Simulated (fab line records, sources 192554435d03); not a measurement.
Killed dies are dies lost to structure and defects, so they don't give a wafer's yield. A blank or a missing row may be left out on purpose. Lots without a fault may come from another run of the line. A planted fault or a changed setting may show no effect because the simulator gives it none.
fab line records | flow n5_finfet
record lots=23 wafers=69 last_day=19
route steps=1938 shown BEOL_M10@1486 BEOL_M11@1538
lots that met no fault: from a run of the same line without faults
start_h: hours from the record's first day to the start of the lot's first wafer shown | wait_h: hours since the lot's step before | " the same as in the row above | L1.1+2: a row that stands for several wafers | - no value, or no start given | * or withheld: withheld | < > ~ a bound
route shown NAME@n: a module of which the file shows steps, and the number in the route of the first | usual: mean/standard deviation of fault-free wafers | same: alike in all rows | chamber/n: place in a boat | sites: the reading at each site | _std_site: their standard deviation | _edge_site: outer sites' mean less inner sites' | radius_mm: how far each site lies from the wafer's centre | mask NAME#n: copy n | behind: the tool/chamber that last shaped the wafer | hold: why the lot was held/for how many hours/how that ended | device: the transistor (n, p or np) that didn't switch | end of line: the same wafers' tests at the end of the route | a step without rows: its recipe alone | killed: dies lost to structure and defects at the first sort, not the wafer's yield | map: a wafer's dies, x killed, . not, _ none there
set.NAME: the setting as run; set.NAME@STEP: as run at that earlier step | model.NAME: the simulator's own value behind a step, which no gauge read
steps of the route over a sample of lots; a table a step, a row a wafer
services: from which hour (start_h, from the record's first day; less than 0 if before it) a tool's chamber was out of use, for how many hours, and why
## steps
# step N5_BEOL_M10_DESCUM_16
# recipe chemistry=O2 time_s=7.9 source_power_w=50 bias_power_w=20 pressure_mtorr=20 rf_frequency_hz=2.712e+07 temp_c=40 resist=CAR-ArF o2_flow_sccm=225
# usual drypump_motor_current_A=5.5/0.34 o2_flow_sccm=225.0/0.56 oes_product_au=0.76/0.081 rf_vpp_V=242.8/1.4 showerhead_plenum_p_Torr=2.08/0.069 temp_c=40.00/0.11 throttle_valve_pct=20.61/0.27
# columns lot.wafer tool chamber start_h wait_h drypump_motor_current_A o2_flow_sccm oes_product_au rf_hours_counter_h rf_vpp_V showerhead_plenum_p_Torr temp_c throttle_valve_pct
L074.1 rie_diel-01 3 217.95 0.4 5.7 225.3 0.74 199 243.2 2.06 39.99 20.62
L074.3 " 0 " " 5.8 224.7 0.83 84 244.1 2.11 39.77 20.54
L074.5 " 2 " " 5.6 224.6 0.79 - 244.3 2.11 40.00 20.63
L076.1 rie_diel-02 0 233.73 0.0 6.1 224.9 0.76 175 241.0 2.00 39.98 20.30
L076.4 " 1 " " 5.2 224.3 0.74 163 244.1 2.10 40.15 20.55
L076.6 " 3 " " 5.1 224.9 0.73 - 243.2 2.18 39.83 21.02
L075.2 rie_diel-02 2 248.05 0.0 5.3 224.6 0.70 223 240.8 1.98 40.07 20.97
L075.4 " 3 " " 5.1 225.3 0.72 206 245.9 2.18 39.96 21.02
L075.6 " 3 " " 5.1 225.5 0.72 - 244.1 2.18 40.09 21.00
L078.2 rie_diel-02 0 251.95 0.0 6.1 224.8 0.75 181 241.2 2.00 39.96 20.32
L078.4 " 1 " " 5.2 225.1 0.73 169 244.5 2.10 40.03 20.58
L078.6 " 1 " " 5.2 225.2 0.74 - 242.1 2.10 39.85 20.56
L080.1 rie_diel-06 0 275.32 0.5 5.2 226.0 0.68 242 244.5 2.17 40.20 20.99
L080.3 " 3 " " 5.9 225.1 0.72 205 241.9 1.98 40.09 20.52
L080.5 " 3 " " 5.9 225.3 0.72 - 241.5 1.98 40.11 20.53
L082.1 rie_diel-06 2 279.28 0.0 5.1 224.6 0.68 234 245.2 2.14 39.92 20.45
L082.4 " 1 " " 5.2 225.2 0.91 32 241.1 2.03 39.93 20.21
L082.5 " 0 " " 5.2 225.0 0.68 - 244.5 2.17 40.07 21.00
L079.2 rie_diel-01 1 279.59 0.1 5.7 226.0 0.86 61 243.8 2.11 40.24 20.30
L079.3 " 3 " " 5.7 224.6 0.72 220 243.7 2.06 40.10 20.64
L079.5 " 2 " " 5.6 225.5 0.76 - 244.8 2.10 40.20 20.64
L081.1 rie_diel-02 3 281.86 0.0 5.1 225.9 0.71 215 243.7 2.17 40.04 21.03
L081.2 " 1 " " 5.2 225.5 0.73 177 243.4 2.10 39.98 20.60
L081.6 " 3 " " 5.1 225.7 0.71 - 243.8 2.17 39.90 21.02
L083.2 rie_diel-02 0 284.30 0.0 6.1 224.1 0.75 190 240.8 1.99 39.86 20.35
L083.4 " 1 " " 5.2 225.2 0.74 178 243.2 2.10 40.06 20.56
L083.6 " 2 " " 5.3 224.4 0.69 - 241.2 1.98 39.92 20.98
L085.2 rie_diel-02 0 302.73 0.3 6.1 225.5 0.73 197 240.8 1.99 39.92 20.33
L085.5 " 2 " " 5.3 224.1 0.69 - 240.9 1.98 40.10 20.98
L085.6 " 3 " " 5.1 225.1 0.71 - 244.4 2.17 40.15 21.03
L084.2 rie_diel-06 3 306.07 0.0 5.9 224.7 0.72 215 241.7 1.98 39.94 20.55
L084.5 " 0 " " 5.2 226.2 0.67 - 245.1 2.16 40.05 21.00
L084.6 " 1 " " 5.2 224.4 0.89 - 241.3 2.03 40.07 20.20
L088.2 rie_diel-01 0 311.01 0.0 5.8 224.8 0.78 118 243.2 2.10 39.96 20.57
L088.3 " 1 " " 5.7 225.2 0.84 73 242.6 2.11 39.75 20.32
L088.4 " 2 " " 5.7 225.6 0.75 143 241.8 2.10 40.04 20.68
L087.2 rie_diel-06 3 312.20 0.0 5.9 225.2 0.71 218 240.4 1.98 39.73 20.57
L087.3 " 1 " " 5.2 224.4 0.89 43 242.4 2.03 40.05 20.20
L087.6 " 3 " " 5.9 225.1 0.71 - 241.7 1.98 40.08 20.55
L089.1 rie_diel-06 3 315.91 0.4 5.9 225.1 0.70 219 240.9 1.98 40.08 20.57
L089.4 " 2 " " 5.1 225.0 0.66 246 242.6 2.13 39.87 20.48
L089.6 " 3 " " 5.9 225.7 0.71 - 240.8 1.98 39.90 20.57
L086.1 rie_diel-01 1 316.40 0.6 5.7 224.2 0.83 75 244.7 2.11 40.08 20.32
L086.3 " 2 " " 5.6 224.6 0.75 144 242.6 2.10 40.04 20.66
L086.5 " 3 " " 5.7 224.5 0.71 - 241.9 2.05 39.74 20.64
L090.3 rie_diel-01 2 324.58 0.2 5.7 224.7 0.76 147 244.0 2.10 39.98 20.68
L090.4 " 3 " " 5.7 224.7 0.71 235 242.2 2.05 39.94 20.66
L090.6 " 1 " " 5.7 224.2 0.83 - 243.8 2.10 39.96 20.35
L091.2 rie_diel-06 2 328.96 0.7 5.1 225.4 0.66 250 243.7 2.13 40.25 20.47
L091.5 " 1 " " 5.2 224.6 0.88 - 242.0 2.02 39.92 20.22
L091.6 " 3 " " 5.9 225.6 0.71 - 240.1 1.98 39.80 20.57
L092.3 rie_diel-02 0 339.77 0.0 6.2 224.8 0.73 211 242.5 1.99 39.91 20.36
L092.5 " 1 " " 5.2 224.6 0.72 - 241.8 2.09 40.16 20.63
L092.6 " 3 " " 5.1 225.1 0.70 - 244.5 2.17 39.91 21.05
L093.2 rie_diel-01 3 354.44 0.0 5.7 224.4 0.70 245 242.5 2.05 40.00 20.67
L093.3 " 1 " " 5.7 224.0 0.82 88 243.0 2.10 39.97 20.36
L093.4 " 0 " " 5.7 226.3 0.77 132 244.3 2.10 40.15 20.60
L095.2 rie_diel-02 3 367.55 0.2 5.1 225.4 0.68 249 243.8 2.16 40.08 21.07
L095.5 " 0 " " 6.1 225.6 0.72 - 242.2 1.98 40.05 20.37
L095.6 " 1 " " 5.2 225.6 0.71 - 242.3 2.08 40.07 20.62
L094.3 rie_diel-01 1 369.65 0.2 5.8 225.1 0.82 95 244.3 2.10 40.02 20.38
L094.5 " 2 " " 5.7 225.7 0.74 - 242.6 2.09 39.97 20.71
L094.6 " 0 " " 5.7 224.5 0.76 - 242.1 2.09 39.88 20.60
L096.1 rie_diel-06 0 371.10 0.5 5.2 225.5 0.98 2 244.7 2.16 40.04 20.56
L096.2 " 3 " " 5.9 224.3 0.70 243 240.4 1.97 39.97 20.59
L096.5 " 0 " " 5.2 225.9 0.97 - 243.1 2.16 40.00 20.56
L097.3 rie_diel-06 0 391.82 0.0 5.2 224.6 0.94 10 243.6 2.16 40.02 20.56
L097.4 " 2 " " 5.1 224.9 1.01 - 242.4 2.12 40.14 20.11
L097.5 " 0 " " 5.2 224.9 0.94 - 245.0 2.16 40.11 20.58
# step N5_BEOL_M10_STRIP_36
# recipe chemistry=N2/H2 power_w=450 temp_c=40 pressure_mtorr=20 rf_frequency_hz=6e+07 overash_fraction=0.3 bias_power_w=7 h2_frac=0.5 n2_flow_sccm=200 h2_flow_sccm=200
# usual drypump_motor_current_A=5.5/0.36 oes_product_au=0.76/0.092 rf_vpp_V=59.1/1.8 showerhead_plenum_p_Torr=2.52/0.081 temp_c=39.99/0.1 throttle_valve_pct=23.79/0.3
# columns lot.wafer tool chamber start_h wait_h drypump_motor_current_A oes_product_au rf_hours_counter_h rf_vpp_V showerhead_plenum_p_Torr temp_c throttle_valve_pct
L074.1 rie_diel-06 3 219.59 0.0 5.9 0.75 185 60.5 2.43 39.87 24.06
L074.3 " 0 " " 5.2 0.70 222 61.6 2.61 40.11 23.81
L074.5 " 0 " " 5.2 0.71 - 58.7 2.61 40.06 23.77
L076.1 rie_diel-06 0 239.14 0.0 5.2 0.70 229 59.6 2.60 39.99 23.80
L076.4 " 2 " " 5.1 0.69 218 60.6 2.61 39.87 23.59
L076.6 " 1 " " 5.2 0.95 - 57.1 2.49 40.00 23.55
L075.2 rie_diel-06 2 250.12 0.0 5.1 0.68 223 58.3 2.61 39.87 23.60
L075.4 " 3 " " 5.9 0.75 195 58.4 2.43 40.05 24.05
L075.6 " 3 " " 5.9 0.73 - 57.6 2.43 39.94 24.07
L078.2 rie_diel-06 0 254.18 0.0 5.2 0.69 234 59.1 2.60 40.03 23.82
L078.4 " 3 " " 5.9 0.74 197 57.3 2.43 40.03 24.06
L078.6 " 2 " " 5.1 0.68 - 57.5 2.61 39.95 23.58
L080.1 rie_diel-01 0 278.87 0.0 5.7 0.79 105 60.1 2.56 40.30 23.81
L080.3 " 1 " " 5.8 0.85 61 59.9 2.56 39.88 23.26
L080.5 " 0 " " 5.7 0.80 - 59.8 2.56 40.12 23.75
L082.1 rie_diel-01 0 280.40 0.0 5.7 0.80 106 57.6 2.56 39.94 23.81
L082.4 " 3 " " 5.7 0.72 220 57.0 2.50 39.87 23.82
L082.5 " 3 " " 5.7 0.72 - 59.4 2.50 40.05 23.78
L079.2 rie_diel-02 1 280.97 0.0 5.3 0.74 177 64.2 2.53 39.99 23.66
L079.3 " 2 " " 5.3 0.67 231 59.5 2.39 39.99 24.15
L079.5 " 0 " " 6.1 0.75 - 60.5 2.42 40.15 23.55
L081.1 rie_diel-02 1 283.34 0.0 5.2 0.73 177 55.1 2.53 39.76 23.69
L081.2 " 2 " " 5.3 0.69 232 60.4 2.39 40.01 24.14
L081.6 " 3 " " 5.1 0.71 - 62.6 2.63 39.88 24.39
L083.2 rie_diel-01 3 286.22 0.0 5.8 0.71 223 61.5 2.50 39.88 23.79
L083.4 " 2 " " 5.6 0.76 135 62.5 2.55 39.94 24.01
L083.6 " 0 " " 5.7 0.79 - 61.1 2.56 39.83 23.79
L085.2 rie_diel-06 0 308.12 0.0 5.2 0.68 254 58.8 2.59 40.19 23.83
L085.5 " 0 " " 5.2 0.67 - 60.8 2.59 40.11 23.82
L085.6 " 3 " " 5.9 0.72 - 55.7 2.42 40.03 24.09
L084.2 rie_diel-06 0 308.72 0.0 5.2 0.69 254 59.4 2.59 40.07 23.84
L084.5 " 3 " " 5.9 0.72 - 59.9 2.42 40.09 24.08
L084.6 " 0 " " 5.2 0.67 - 57.7 2.59 39.98 23.84
L087.2 rie_diel-06 3 315.34 0.0 5.9 0.72 219 59.3 2.42 39.77 24.09
L087.3 " 0 " " 5.2 0.67 256 62.1 2.59 40.03 23.82
L087.6 " 0 " " 5.2 0.66 - 55.2 2.59 40.13 23.86
L088.2 rie_diel-02 0 315.75 0.0 6.1 0.72 203 59.6 2.41 39.96 23.54
L088.3 " 3 " " 5.1 0.71 228 60.4 2.63 40.10 24.43
L088.4 " 3 " " 5.1 0.70 - 59.7 2.63 39.91 24.42
L089.1 rie_diel-01 2 318.95 0.0 5.7 0.77 145 59.2 2.54 40.08 23.96
L089.4 " 1 " " 5.7 0.83 75 60.4 2.55 40.03 23.31
L089.6 " 2 " " 5.7 0.75 - 60.4 2.54 40.08 24.06
L086.1 rie_diel-06 0 319.12 0.0 5.2 0.67 257 58.5 2.59 40.07 23.88
L086.3 " 2 " " 5.1 0.66 246 58.4 2.60 40.14 23.63
L086.5 " 1 " " 5.2 0.89 - 59.9 2.47 39.90 23.55
L090.3 rie_diel-02 3 325.81 0.0 5.1 0.70 231 58.9 2.62 40.27 24.43
L090.4 " 2 " " 5.3 0.66 244 59.5 2.38 39.77 24.14
L090.6 " 0 " " 6.2 0.72 - 58.1 2.41 40.14 23.59
L091.2 rie_diel-06 1 333.38 0.0 5.2 0.87 52 58.8 2.47 40.02 23.59
L091.5 " 2 " " 5.1 0.65 - 56.3 2.60 39.89 23.63
L091.6 " 1 " " 5.2 0.86 - 56.6 2.47 40.11 23.58
L092.3 rie_diel-02 0 341.87 0.0 6.2 0.72 212 55.8 2.41 39.84 23.57
L092.5 " 3 " " 5.1 0.69 - 57.8 2.62 40.06 24.46
L092.6 " 1 " " 5.3 0.72 - 64.1 2.52 39.91 23.69
L093.2 rie_diel-01 3 357.80 0.0 5.7 0.70 246 58.0 2.49 40.15 23.83
L093.3 " 1 " " 5.8 0.82 90 58.2 2.55 40.03 23.29
L093.4 " 2 " " 5.7 0.74 159 57.9 2.54 40.14 24.06
L095.2 rie_diel-06 3 370.30 0.0 5.9 0.69 243 57.3 2.41 40.02 24.14
L095.5 " 1 " " 5.2 0.84 - 62.1 2.46 40.03 23.61
L095.6 " 0 " " 5.2 0.97 - 59.1 2.59 40.04 23.40
L094.3 rie_diel-02 0 371.74 0.0 6.1 0.73 - 57.7 2.40 40.04 23.56
L094.5 " 0 " " 6.1 0.72 - 58.4 2.40 39.98 23.58
L094.6 " 2 " " 5.3 0.98 - 59.5 2.70 40.10 23.87
L096.1 rie_diel-06 3 374.47 0.0 5.9 0.69 245 60.8 2.41 39.88 24.13
L096.2 " 0 " " 5.3 0.97 4 61.2 2.59 39.95 23.42
L096.5 " 0 " " 5.3 0.95 - 60.5 2.59 40.06 23.40
L097.3 rie_diel-06 1 394.18 0.0 5.2 0.86 79 55.0 2.46 39.86 23.60
L097.4 " 1 " " 5.2 0.86 - 57.8 2.46 40.00 23.62
L097.5 " 2 " " 5.1 0.98 - 58.9 2.59 39.94 23.30
# step N5_BEOL_M10_ETCH_41
# recipe chemistry=CH3F/O2 target=SiCN target_depth_a=426 taper_deg=2 time_s=86 ion_energy_ev=120 mask_material=TiN pressure_mtorr=30 source_w=395 bias_w=75 Ar_flow_sccm=150 CH3F_flow_sccm=30 O2_flow_sccm=20
# usual CH3F_flow_sccm=30.01/0.094 drypump_motor_current_A=5.5/0.36 oes_product_au=0.76/0.095 rf_vpp_V=296.9/1.6 showerhead_plenum_p_Torr=1.99/0.064 throttle_valve_pct=16.51/0.2
# columns lot.wafer tool chamber start_h wait_h CH3F_flow_sccm drypump_motor_current_A oes_product_au rf_hours_counter_h rf_vpp_V showerhead_plenum_p_Torr throttle_valve_pct
L074.1 rie_diel-06 3 - - 29.86 5.9 0.72 185 295.7 1.92 16.48
L074.3 " 0 " " 29.99 5.2 0.69 222 298.4 2.06 16.74
L074.5 " 0 " " 29.90 5.2 0.68 - 298.7 2.06 16.73
L076.1 rie_diel-06 0 - - 29.97 5.2 0.68 229 299.6 2.06 16.76
L076.4 " 2 " " 30.02 5.1 0.68 218 299.4 2.08 16.58
L076.6 " 1 " " 30.14 5.2 0.96 - 294.9 1.98 16.21
L075.2 rie_diel-06 2 - - 30.00 5.1 0.67 223 297.1 2.08 16.59
L075.4 " 3 " " 29.97 5.9 0.73 195 296.2 1.91 16.52
L075.6 " 3 " " 29.96 5.9 0.73 - 293.9 1.91 16.52
L078.2 rie_diel-06 0 - - 30.02 5.2 0.68 234 298.0 2.06 16.75
L078.4 " 3 " " 29.90 5.9 0.73 197 295.0 1.91 16.52
L078.6 " 2 " " 30.07 5.1 0.67 - 298.1 2.08 16.60
L080.1 rie_diel-01 0 - - 29.84 5.7 0.79 105 299.0 2.02 16.46
L080.3 " 1 " " 29.96 5.7 0.87 61 297.5 2.03 16.27
L080.5 " 0 " " 29.82 5.8 0.79 - 297.1 2.02 16.46
L082.1 rie_diel-01 0 - - 29.97 5.7 0.79 106 297.5 2.02 16.46
L082.4 " 3 " " 30.08 5.7 0.72 220 297.0 1.98 16.64
L082.5 " 3 " " 29.94 5.7 0.72 - 295.7 1.98 16.63
L079.2 rie_diel-02 1 - - 30.02 5.2 0.73 177 295.6 1.99 16.40
L079.3 " 2 " " 30.13 5.3 0.69 231 294.3 1.89 16.85
L079.5 " 0 " " 30.06 6.1 0.74 - 294.3 1.92 16.35
L081.1 rie_diel-02 1 - - 29.91 5.2 0.73 177 296.1 1.99 16.38
L081.2 " 2 " " 29.98 5.3 0.68 232 293.8 1.89 16.86
L081.6 " 3 " " 30.08 5.1 0.71 - 297.8 2.07 16.80
L083.2 rie_diel-01 3 - - 29.93 5.7 0.72 223 297.6 1.98 16.64
L083.4 " 2 " " 29.99 5.7 0.75 135 297.2 2.00 16.49
L083.6 " 0 " " 30.15 5.7 0.79 - 296.4 2.02 16.47
L085.2 rie_diel-06 0 - - 30.04 5.2 0.67 254 299.1 2.05 16.78
L085.5 " 0 " " 30.00 5.2 0.67 - 298.7 2.05 16.78
L085.6 " 3 " " 29.91 5.9 0.71 - 295.7 1.91 16.54
L084.2 rie_diel-06 0 - - 30.18 5.2 0.67 254 297.1 2.05 16.78
L084.5 " 3 " " 29.93 5.9 0.71 - 296.5 1.91 16.55
L084.6 " 0 " " 30.18 5.2 0.67 - 298.0 2.05 16.80
L087.2 rie_diel-06 3 - - 29.98 5.9 0.71 219 294.0 1.91 16.56
L087.3 " 0 " " 29.94 5.2 0.67 256 297.3 2.05 16.79
L087.6 " 0 " " 29.97 5.2 0.67 - 298.4 2.05 16.80
L088.2 rie_diel-02 0 - - 30.00 6.2 0.72 203 295.5 1.91 16.38
L088.3 " 3 " " 29.88 5.1 0.70 228 298.3 2.06 16.84
L088.4 " 3 " " 29.76 5.1 0.70 - 298.3 2.06 16.83
L089.1 rie_diel-01 2 - - 30.00 5.7 0.75 145 297.2 2.00 16.48
L089.4 " 1 " " 30.07 5.7 0.84 75 298.2 2.02 16.30
L089.6 " 2 " " 30.04 5.6 0.75 - 297.9 2.00 16.50
L086.1 rie_diel-06 0 - - 29.98 5.2 0.67 257 297.0 2.05 16.82
L086.3 " 2 " " 29.93 5.1 0.66 247 297.1 2.07 16.62
L086.5 " 1 " " 29.99 5.2 0.90 - 295.2 1.97 16.26
L090.3 rie_diel-02 3 - - 30.12 5.1 0.70 232 298.3 2.06 16.84
L090.4 " 2 " " 30.08 5.3 0.67 245 294.7 1.89 16.89
L090.6 " 0 " " 29.87 6.1 0.73 - 294.4 1.91 16.39
L091.2 rie_diel-06 1 - - 30.01 5.2 0.88 52 296.4 1.97 16.28
L091.5 " 2 " " 30.06 5.1 0.67 - 297.5 2.07 16.66
L091.6 " 1 " " 30.15 5.2 0.89 - 295.7 1.97 16.29
L092.3 rie_diel-02 0 - - 30.05 6.1 0.71 212 295.1 1.91 16.37
L092.5 " 3 " " 29.98 5.1 0.70 - 298.9 2.06 16.84
L092.6 " 1 " " 29.88 5.2 0.71 - 296.0 1.98 16.43
L093.2 rie_diel-01 3 - - 30.07 5.7 0.70 246 297.4 1.97 16.66
L093.3 " 1 " " 30.05 5.7 0.82 90 296.5 2.02 16.34
L093.4 " 2 " " 30.02 5.7 0.74 159 297.3 1.99 16.52
L095.2 rie_diel-06 3 - - 29.97 5.9 0.68 243 295.1 1.90 16.61
L095.5 " 1 " " 29.97 5.2 0.86 - 295.3 1.96 16.33
L095.6 " 0 " " 29.97 5.2 0.97 - 298.3 2.05 16.27
L094.3 rie_diel-02 0 - - 30.05 6.1 0.71 - 293.6 1.90 16.41
L094.5 " 0 " " 29.82 6.1 0.71 - 295.1 1.90 16.42
L094.6 " 2 " " 29.86 5.2 0.97 - 300.0 2.14 16.44
L096.1 rie_diel-06 3 - - 30.15 5.9 0.69 245 293.7 1.90 16.59
L096.2 " 0 " " 29.99 5.2 0.96 4 296.6 2.05 16.27
L096.5 " 0 " " 29.98 5.2 0.96 - 299.2 2.05 16.28
L097.3 rie_diel-06 1 - - 30.00 5.1 0.86 79 296.6 1.96 16.33
L097.4 " 1 " " 30.05 5.2 0.86 - 296.8 1.96 16.35
L097.5 " 2 " " 30.10 5.1 0.97 - 298.5 2.06 16.17
# step N5_BEOL_M10_SURFACE_TREAT_76
# recipe gas=Ar time_s=* ion_energy_ev=* ion_current_ma_cm2=0.5 pressure_mtorr=* ar_flow_sccm=30
# usual pressure_mtorr=* throttle_valve_pct=*
# columns lot.wafer tool chamber start_h wait_h pressure_mtorr throttle_valve_pct
L074.1 pvd_sputter-03 - 221.29 0.4 * *
L074.3 " - " " * *
L074.5 " - " " * *
L076.1 pvd_sputter-03 - 240.39 0.2 * *
L076.4 " - " " * *
L076.6 " - " " * *
L075.2 pvd_sputter-01 - 251.44 0.2 * *
L075.4 " - " " * *
L075.6 " - " " * *
L078.2 pvd_sputter-01 - 257.78 0.2 * *
L078.4 " - " " * *
L078.6 " - " " * *
L080.1 pvd_sputter-02 - 280.36 0.2 * *
L080.3 " - " " * *
L080.5 " - " " * *
L082.1 pvd_sputter-03 - 283.77 0.2 * *
L082.4 " - " " * *
L082.5 " - " " * *
L079.2 pvd_sputter-03 - 283.95 0.2 * *
L079.3 " - " " * *
L079.5 " - " " * *
L081.1 pvd_sputter-01 - 284.72 0.3 * *
L081.2 " - " " * *
L081.6 " - " " * *
L083.2 pvd_sputter-01 - 287.76 0.2 * *
L083.4 " - " " * *
L083.6 " - " " * *
L085.2 pvd_sputter-02 - 309.66 0.3 * *
L085.5 " - " " * *
L085.6 " - " " * *
L084.2 pvd_sputter-01 - 310.40 0.5 * *
L084.5 " - " " * *
L084.6 " - " " * *
L087.2 pvd_sputter-03 - 316.74 0.2 * *
L087.3 " - " " * *
L087.6 " - " " * *
L088.2 pvd_sputter-02 - 317.02 0.2 * *
L088.3 " - " " * *
L088.4 " - " " * *
L089.1 pvd_sputter-01 - 320.33 0.2 * *
L089.4 " - " " * *
L089.6 " - " " * *
L086.1 pvd_sputter-01 - 320.37 0.2 * *
L086.3 " - " " * *
L086.5 " - " " * *
L090.3 pvd_sputter-02 - 327.66 0.7 * *
L090.4 " - " " * *
L090.6 " - " " * *
L091.2 pvd_sputter-01 - 335.39 0.5 * *
L091.5 " - " " * *
L091.6 " - " " * *
L092.3 pvd_sputter-03 - 344.23 0.2 * *
L092.5 " - " " * *
L092.6 " - " " * *
L093.2 pvd_sputter-01 - 359.23 0.2 * *
L093.3 " - " " * *
L093.4 " - " " * *
L095.2 pvd_sputter-01 - 371.51 0.2 * *
L095.5 " - " " * *
L095.6 " - " " * *
L094.3 pvd_sputter-01 - 374.35 0.2 * *
L094.5 " - " " * *
L094.6 " - " " * *
L096.1 pvd_sputter-02 - 376.86 0.2 * *
L096.2 " - " " * *
L096.5 " - " " * *
L097.3 pvd_sputter-02 - 395.44 0.2 * *
L097.4 " - " " * *
L097.5 " - " " * *
# step N5_BEOL_M10_INSPECT_58
# recipe inspect_instrument=darkfield mode=post_dep
# usual raw_defect_count=71/25
# columns lot.wafer tool chamber start_h wait_h raw_defect_count
L074.1 defect_inspect-01 - 222.55 0.0 51
L074.3 " - " " 53
L074.5 " - " " 57
L076.1 defect_inspect-02 - 241.75 0.0 94
L076.4 " - " " 79
L076.6 " - " " 91
L075.2 defect_inspect-01 - 252.66 0.0 105
L075.4 " - " " 100
L075.6 " - " " 65
L078.2 defect_inspect-01 - 259.07 0.0 71
L078.4 " - " " 59
L078.6 " - " " 43
L080.1 defect_inspect-02 - 282.15 0.0 65
L080.3 " - " " 65
L080.5 " - " " 51
L082.1 defect_inspect-02 - 285.18 0.0 43
L082.4 " - " " 18
L082.5 " - " " 69
L079.2 defect_inspect-01 - 285.37 0.0 66
L079.3 " - " " 44
L079.5 " - " " 73
L081.1 defect_inspect-01 - 286.00 0.0 130
L081.2 " - " " 79
L081.6 " - " " 89
L083.2 defect_inspect-02 - 289.17 0.0 49
L083.4 " - " " 81
L083.6 " - " " 74
L085.2 defect_inspect-01 - 310.91 0.0 55
L085.5 " - " " 60
L085.6 " - " " 33
L084.2 defect_inspect-02 - 312.06 0.0 82
L084.5 " - " " 163
L084.6 " - " " 85
L087.2 defect_inspect-01 - 317.89 0.0 63
L087.3 " - " " 82
L087.6 " - " " 103
L088.2 defect_inspect-01 - 318.43 0.0 64
L088.3 " - " " 141
L088.4 " - " " 46
L086.1 defect_inspect-01 - 321.76 0.0 67
L086.3 " - " " 52
L086.5 " - " " 55
L089.1 defect_inspect-01 - 321.84 0.0 45
L089.4 " - " " 55
L089.6 " - " " 41
L090.3 defect_inspect-02 - 328.84 0.0 62
L090.4 " - " " 73
L090.6 " - " " 61
L091.2 defect_inspect-02 - 336.82 0.0 68
L091.5 " - " " 79
L091.6 " - " " 98
L092.3 defect_inspect-02 - 345.69 0.0 82
L092.5 " - " " 75
L092.6 " - " " 71
L093.2 defect_inspect-02 - 360.47 0.0 62
L093.3 " - " " 89
L093.4 " - " " 47
L095.2 defect_inspect-01 - 373.22 0.0 42
L095.5 " - " " 58
L095.6 " - " " 45
L094.3 defect_inspect-01 - 375.78 0.0 107
L094.5 " - " " 70
L094.6 " - " " 73
L096.1 defect_inspect-02 - 378.05 0.0 99
L096.2 " - " " 65
L096.5 " - " " 88
L097.3 defect_inspect-01 - 396.68 0.0 82
L097.4 " - " " 115
L097.5 " - " " 85
# step N5_BEOL_M11_THK_MEAS_01
# recipe reads=SiCOH_lowk_of_BEOL_M11_ILD_DEP_00
# usual M11_ILD_THK=268/3.7
# columns lot.wafer tool chamber start_h wait_h M11_ILD_THK[nm]
L074.1 film_metro-01 - 223.18 0.4 262
L074.3 " - " " 265
L074.5 " - " " 262
L076.1 film_metro-01 - 242.38 0.4 263
L076.4 " - " " 269
L076.6 " - " " 268
L075.2 film_metro-02 - 253.29 0.4 270
L075.4 " - " " 271
L075.6 " - " " 270
L078.2 film_metro-02 - 259.69 0.4 270
L078.4 " - " " 270
L078.6 " - " " 272
L080.1 film_metro-02 - 282.78 0.4 269
L080.3 " - " " 265
L080.5 " - " " 273
L082.1 film_metro-01 - 285.81 0.4 265
L082.4 " - " " 268
L082.5 " - " " 272
L079.2 film_metro-02 - 286.48 0.7 268
L079.3 " - " " 271
L079.5 " - " " 274
L081.1 film_metro-02 - 286.77 0.4 265
L081.2 " - " " 262
L081.6 " - " " 267
L083.2 film_metro-02 - 290.28 0.7 269
L083.4 " - " " 268
L083.6 " - " " 272
L085.2 film_metro-02 - 311.81 0.4 267
L085.5 " - " " 268
L085.6 " - " " 271
L084.2 film_metro-01 - 313.16 0.7 262
L084.5 " - " " 266
L084.6 " - " " 267
L087.2 film_metro-02 - 318.52 0.4 265
L087.3 " - " " 264
L087.6 " - " " 271
L088.2 film_metro-02 - 319.06 0.4 268
L088.3 " - " " 266
L088.4 " - " " 268
L086.1 film_metro-01 - 322.39 0.4 268
L086.3 " - " " 265
L086.5 " - " " 270
L089.1 film_metro-02 - 322.54 0.4 267
L089.4 " - " " 267
L089.6 " - " " 274
L090.3 film_metro-02 - 329.47 0.3 268
L090.4 " - " " 273
L090.6 " - " " 272
L091.2 film_metro-02 - 337.46 0.4 271
L091.5 " - " " 273
L091.6 " - " " 276
L092.3 film_metro-01 - 346.32 0.3 265
L092.5 " - " " 269
L092.6 " - " " 267
L093.2 film_metro-02 - 361.13 0.4 269
L093.3 " - " " 271
L093.4 " - " " 274
L095.2 film_metro-01 - 373.85 0.4 261
L095.5 " - " " 268
L095.6 " - " " 270
L094.3 film_metro-02 - 376.41 0.3 269
L094.5 " - " " 272
L094.6 " - " " 271
L096.1 film_metro-01 - 378.68 0.4 265
L096.2 " - " " 269
L096.5 " - " " 272
L097.3 film_metro-01 - 397.31 0.3 271
L097.4 " - " " 268
L097.5 " - " " 274
## services
# columns tool chamber start_h hours kind
rie_diel-06 2 229.79 1.7 repair
rie_diel-02 2 312.22 9.2 repair
rie_diel-06 0 324.90 17.4 repair
rie_diel-06 3 332.84 3.2 repair
rie_diel-02 2 339.33 - clean
rie_diel-02 2 339.33 - consumable_replace:focus_ring
rie_diel-02 2 339.33 - consumable_replace:showerhead
rie_diel-02 2 339.33 25.6 scheduled_down
rie_diel-02 2 339.33 25.6 vent_cycle
rie_diel-06 0 342.34 - clean
rie_diel-06 0 342.34 - consumable_replace:focus_ring
rie_diel-06 0 342.34 26.0 scheduled_down
rie_diel-06 0 342.34 26.0 vent_cycle
rie_diel-06 2 368.43 - clean
rie_diel-06 2 368.43 - consumable_replace:focus_ring
rie_diel-06 2 368.43 23.2 scheduled_down
rie_diel-06 2 368.43 23.2 vent_cycle
rie_diel-02 1 370.46 5.3 repair
rie_diel-06 3 391.65 - clean
rie_diel-06 3 391.65 - consumable_replace:focus_ring
rie_diel-06 3 391.65 - consumable_replace:showerhead
rie_diel-06 3 391.65 18.4 scheduled_down
rie_diel-06 3 391.65 18.4 vent_cycle
rie_diel-02 1 395.15 19.8 repair
## key
fault none
